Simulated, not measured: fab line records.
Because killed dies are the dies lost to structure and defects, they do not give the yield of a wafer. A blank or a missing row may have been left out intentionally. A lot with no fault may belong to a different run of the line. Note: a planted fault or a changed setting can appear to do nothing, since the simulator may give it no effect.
Lot-split experiment    flow n5_finfet    21 wafers read from 7 lots, route of 1938 steps

## THE SPLIT
At N5_BEOL_M4_TRENCH_ETCH_37 (etches SiOC in C4F6/O2, target depth 55.555 nm, time 29.2 s), the setting bias_w was moved away from the recipe's 185 W on 6 of the 21 wafers read, by +5.5% to +17.9%. The other wafers ran this setting at the recipe's value.

The reading is taken at the split's own step.

## THE READING
rf_vpp_V, in V, at N5_BEOL_M4_TRENCH_ETCH_37 (etches SiOC in C4F6/O2, target depth 55.555 nm, time 29.2 s). A value of 670 V with a standard deviation of 12 V is what fault-free wafers of this fab line usually give.

wafer   tool, chamber at the split  bias_w as run, W  against the recipe  rf_vpp_V, V  against lot-mates on the recipe
L078.2  rie_diel-06, 0              185               recipe              662          -
L078.5  rie_diel-06, 0              185               recipe              662          -
L078.6  rie_diel-06, 1              185               recipe              661          -
L081.1  rie_diel-01, 1              185               recipe              652          -
L081.3  rie_diel-01, 2              218.1             +17.9%              784          +132
L081.4  rie_diel-01, 3              218.1             +17.9%              768          +116
L080.2  rie_diel-01, 1              216.5             +17.0%              738          +49
L080.4  rie_diel-01, 2              185               recipe              689          -
L080.5  rie_diel-01, 3              216.5             +17.0%              764          +75
L082.1  rie_diel-03, 3              185               recipe              683          -
L082.3  rie_diel-03, 2              185               recipe              680          -
L082.4  rie_diel-03, 1              201.3             +8.8%               699          +18
L084.1  rie_diel-06, 3              185               recipe              672          -
L084.2  rie_diel-06, 2              185               recipe              655          -
L084.5  rie_diel-06, 3              185               recipe              671          -
L093.3  rie_diel-06, 1              185               recipe              661          -
L093.4  rie_diel-06, 0              195.1             +5.5%               691          +31
L093.5  rie_diel-06, 1              185               recipe              659          -
L094.2  rie_diel-01, 1              185               recipe              652          -
L094.3  rie_diel-01, 2              185               recipe              690          -
L094.4  rie_diel-01, 3              185               recipe              674          -

FIT RESULTS
A straight line over all 21 wafers: rf_vpp_V changes by +5.38 V for each +1% of bias_w; r = +0.94; the points scatter about the line by 14 V.
The same after taking each lot's own level away (the mean of its wafers on the recipe; 21 wafers): +5.24 V for each +1%; r = +0.91; scatter 17 V.
The reading moves by 94 V for the largest change in bias_w, on that fit.
Measured against the standard deviation above, the lots' own levels, which go from 652.0 to 689.0 V, span 3.1 times it.
So the lot-to-lot level changes the slope little: the two slopes agree.
Check: for one of the wafers moved furthest among these (+17.9%), held out of the fit, the line's prediction against its lot-mates is +80.2 V. Against them it came out at +132 V.
Tool readings at the split's step, against how far the setting was moved: rf_vpp_V r = +0.94.

## FURTHER SPLITS ON THESE WAFERS
These wafers also went through other splits before the reading. Each is held against what the fit with the lots' levels taken away leaves over:
other split on the same wafers        wafers away from the commonest value  r with rf_vpp_V (lot level and that fit taken away)
N5_BEOL_M0_SAQP_PECVD_04 time_s       9                                     -0.42
N5_BEOL_M0_SAQP_CUT_ETCH_46 source_w  12                                    +0.33
N5_BEOL_M2_COAT_22 spin_rpm           3                                     -0.22
N5_BEOL_M2_DESCUM_33 time_s           6                                     -0.33
N5_BEOL_M3_COAT_05 spin_rpm           5                                     +0.28
N5_BEOL_M4_COAT_62 spin_rpm           4                                     -0.07
N5_BEOL_M4_DESCUM_16 time_s           6                                     +0.01

## FILE'S OWN FIT
rf_vpp_V changes by +5 V for each +1% of bias_w, r = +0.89.
